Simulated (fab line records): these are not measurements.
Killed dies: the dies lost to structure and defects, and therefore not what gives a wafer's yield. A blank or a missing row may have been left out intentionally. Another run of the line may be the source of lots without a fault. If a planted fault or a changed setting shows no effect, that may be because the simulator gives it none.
Which tool did it? | flow nand harc | 36 wafers from 12 lots sampled at 3 of the route's 1302 steps

## WHAT THE GAUGES READ, wafer by wafer
NHARC_A_CONTACT_CD_MEAS_15.
lot  | measured     | on        | cd nm (nm)
L075 | day 22 23:54 | cd sem-03 | 190.1 189.3 190.1
L078 | day 23 17:02 | cd sem-02 | 189.7 191.0 189.8
L079 | day 24 01:56 | cd sem-01 | 191.1 190.9 190.4
L081 | day 25 07:57 | cd sem-02 | 190.0 190.4 190.3
L083 | day 26 00:46 | cd sem-03 | 190.3 190.5 190.2
L085 | day 27 02:15 | cd sem-01 | 189.7 191.0 189.6
L087 | day 28 02:47 | cd sem-01 | 190.2 190.4 190.1
L089 | day 28 18:05 | cd sem-01 | 190.0 189.5 189.8
L091 | day 29 15:46 | cd sem-02 | 190.4 190.1 190.0
L093 | day 29 23:50 | cd sem-02 | 189.3 189.3 189.7
L096 | day 31 05:32 | cd sem-01 | 190.0 190.2 190.0
L097 | day 32 11:37 | cd sem-01 | 190.1 190.4 190.1

## EACH LOT AND THE TOOL THAT RAN IT (in order: tool; ch and the chambers of the sampled wafers; start)
lot  | NHARC_A_CONTACT_ETCH_134             | NHARC_A_CONTACT_ETCH_136
L075 | har cap etch-03 ch 0,1, day 22 21:20 | har cap etch-03 ch 0,1, day 22 21:59
L078 | har cap etch-01 ch 0,1, day 23 15:01 | har cap etch-01 ch 0,1, day 23 15:30
L079 | har cap etch-01 ch 0,1, day 23 23:34 | har cap etch-01 ch 0,1, day 24 00:05
L081 | har cap etch-01 ch 0,1, day 25 05:56 | har cap etch-01 ch 0,1, day 25 06:26
L083 | har cap etch-02 ch 0,1, day 25 22:43 | har cap etch-02 ch 0,1, day 25 23:11
L085 | har cap etch-02 ch 0,1, day 26 23:49 | har cap etch-02 ch 0,1, day 27 00:29
L087 | har cap etch-03 ch 0,1, day 28 00:45 | har cap etch-03 ch 0,1, day 28 01:14
L089 | har cap etch-02 ch 0,1, day 28 15:35 | har cap etch-02 ch 0,1, day 28 16:14
L091 | har cap etch-02 ch 0, day 29 13:44   | har cap etch-02 ch 0, day 29 14:13
L093 | har cap etch-02 ch 0,1, day 29 21:46 | har cap etch-02 ch 0,1, day 29 22:14
L096 | har cap etch-02 ch 0,1, day 31 03:03 | har cap etch-02 ch 0,1, day 31 03:32
L097 | har cap etch-02 ch 0,1, day 32 09:33 | har cap etch-02 ch 0,1, day 32 10:01
- NHARC_A_CONTACT_ETCH_134: etches the open film in C4F8/O2/Ar, time 140 s, target depth 700 nm.
- NHARC_A_CONTACT_ETCH_136: etches the open film in C4F8/O2/Ar, time 311 s, target depth 1912 nm.

## THE ANSWER, worked out from the rows above alone
Rule: the lots themselves supply what counts as usual. Put in order of their means at a reading, lots are off if they are a third of the lots or fewer, leave a main group of 4 or more, and stand apart from it by a gap of 3 or more times the standard deviation of the main group's means; of several such gaps the widest counts. If all means in a main group match to the digits the tables above print for the reading, that group is not used. Also off: a lot with no number at a reading for which 4 or more lots have one. The other lots that the step has rows for count as sound.
Across all readings shown, no lot is off: no conclusion can be drawn from this.

## WHAT THE SIMULATOR PUT IN
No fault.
